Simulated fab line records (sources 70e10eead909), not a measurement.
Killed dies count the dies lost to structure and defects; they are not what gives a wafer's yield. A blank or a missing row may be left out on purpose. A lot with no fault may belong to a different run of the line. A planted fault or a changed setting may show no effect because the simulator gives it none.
Matching of chambers || flow nand-harc || 4 sister chambers for NHARC_A_STAIRCASE_ALD_420 on ald-hk-01
The step deposits SiO2, target thk 20 nm, pulse time 6 s, ald cycles 200. 16 wafers are shown with their chamber, then 8 later ones without.

## WAFERS, EACH WITH ITS CHAMBER
{"wafer": "L075.1", "chamber": 1, "heater-power-w (W)": 483, "susceptor-temp-C (C)": 299.48, "precursor-pulse-height-rel": 0.992}
{"wafer": "L075.2", "chamber": 0, "heater-power-w (W)": 385, "susceptor-temp-C (C)": 300.15, "precursor-pulse-height-rel": 0.987}
{"wafer": "L075.4", "chamber": 3, "heater-power-w (W)": 509, "susceptor-temp-C (C)": 300.08, "precursor-pulse-height-rel": 1.031}
{"wafer": "L077.1", "chamber": 2, "heater-power-w (W)": 471, "susceptor-temp-C (C)": 299.99, "precursor-pulse-height-rel": 1.004}
{"wafer": "L077.2", "chamber": 1, "heater-power-w (W)": 494, "susceptor-temp-C (C)": 299.53, "precursor-pulse-height-rel": 0.981}
{"wafer": "L077.3", "chamber": 0, "heater-power-w (W)": 396, "susceptor-temp-C (C)": 299.89, "precursor-pulse-height-rel": 1.010}
{"wafer": "L079.4", "chamber": 0, "heater-power-w (W)": 396, "susceptor-temp-C (C)": 300.19, "precursor-pulse-height-rel": 0.952}
{"wafer": "L079.5", "chamber": 2, "heater-power-w (W)": 487, "susceptor-temp-C (C)": 300.19, "precursor-pulse-height-rel": 1.005}
{"wafer": "L079.6", "chamber": 3, "heater-power-w (W)": 519, "susceptor-temp-C (C)": 299.99, "precursor-pulse-height-rel": 0.992}
{"wafer": "L080.1", "chamber": 0, "heater-power-w (W)": 404, "susceptor-temp-C (C)": 299.80, "precursor-pulse-height-rel": 1.002}
{"wafer": "L080.2", "chamber": 2, "heater-power-w (W)": 476, "susceptor-temp-C (C)": 299.82, "precursor-pulse-height-rel": 1.008}
{"wafer": "L080.4", "chamber": 3, "heater-power-w (W)": 510, "susceptor-temp-C (C)": 300.30, "precursor-pulse-height-rel": 0.990}
{"wafer": "L083.2", "chamber": 0, "heater-power-w (W)": 397, "susceptor-temp-C (C)": 300.01, "precursor-pulse-height-rel": 0.975}
{"wafer": "L083.4", "chamber": 1, "heater-power-w (W)": 480, "susceptor-temp-C (C)": 300.09, "precursor-pulse-height-rel": 1.029}
{"wafer": "L083.5", "chamber": 1, "heater-power-w (W)": 485, "susceptor-temp-C (C)": 299.88, "precursor-pulse-height-rel": 1.016}
{"wafer": "L088.2", "chamber": 2, "heater-power-w (W)": 510, "susceptor-temp-C (C)": 299.83, "precursor-pulse-height-rel": 0.990}

SIGNATURES (means of the wafers above)
{"reading": "heater-power-w", "chamber 0": 395.60, "chamber 1": 485.50, "chamber 2": 486.00, "chamber 3": 512.67, "scatter within a chamber": 10.2}
{"reading": "susceptor-temp-C", "chamber 0": 300.0080, "chamber 1": 299.7450, "chamber 2": 299.9575, "chamber 3": 300.1233, "scatter within a chamber": 0.205}
{"reading": "precursor-pulse-height-rel", "chamber 0": 0.98520, "chamber 1": 1.00450, "chamber 2": 1.00175, "chamber 3": 1.00433, "scatter within a chamber": 0.02}
Rule: a wafer lies at a distance from a chamber equal to the root of the sum of squares, over the readings, of (its reading less the chamber's mean, divided by the reading's scatter). If the next closest chamber is less than 2 further off than the closest, the wafer can't be placed; otherwise it belongs to the closest. The scatter is the square root of a quotient: the sum, over the shown wafers, of each reading's squared deviation from its chamber's mean, divided by wafers minus chambers.

## WAFERS MISSING THEIR CHAMBER
{"wafer": "L088.3", "heater-power-w (W)": 497, "susceptor-temp-C (C)": 300.17, "precursor-pulse-height-rel": 1.042}
{"wafer": "L088.6", "heater-power-w (W)": 414, "susceptor-temp-C (C)": 299.66, "precursor-pulse-height-rel": 1.010}
{"wafer": "L091.1", "heater-power-w (W)": 505, "susceptor-temp-C (C)": 299.83, "precursor-pulse-height-rel": 0.998}
{"wafer": "L091.3", "heater-power-w (W)": 508, "susceptor-temp-C (C)": 300.05, "precursor-pulse-height-rel": 0.999}
{"wafer": "L091.4", "heater-power-w (W)": 416, "susceptor-temp-C (C)": 299.88, "precursor-pulse-height-rel": 1.028}
{"wafer": "L096.3", "heater-power-w (W)": 521, "susceptor-temp-C (C)": 299.98, "precursor-pulse-height-rel": 0.989}
{"wafer": "L096.4", "heater-power-w (W)": 508, "susceptor-temp-C (C)": 299.92, "precursor-pulse-height-rel": 0.993}
{"wafer": "L096.5", "heater-power-w (W)": 488, "susceptor-temp-C (C)": 300.34, "precursor-pulse-height-rel": 0.995}

## WHICH CHAMBER EACH WENT THROUGH
{"wafer": "L088.3", "from the rows above": "can't be placed: 3 or 2 or 1", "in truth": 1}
{"wafer": "L088.6", "from the rows above": 0, "in truth": 0}
{"wafer": "L091.1", "from the rows above": "can't be placed: 3 or 2 or 1", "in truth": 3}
{"wafer": "L091.3", "from the rows above": "can't be placed: 3 or 2", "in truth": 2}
{"wafer": "L091.4", "from the rows above": 0, "in truth": 0}
{"wafer": "L096.3", "from the rows above": 3, "in truth": 3}
{"wafer": "L096.4", "from the rows above": "can't be placed: 3 or 2 or 1", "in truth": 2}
{"wafer": "L096.5", "from the rows above": "can't be placed: 2 or 3 or 1", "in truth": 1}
Placed correctly: 3 of 8. These rows do not allow placing 5 (true chamber among the candidates in 5). Wrongly placed: 0.
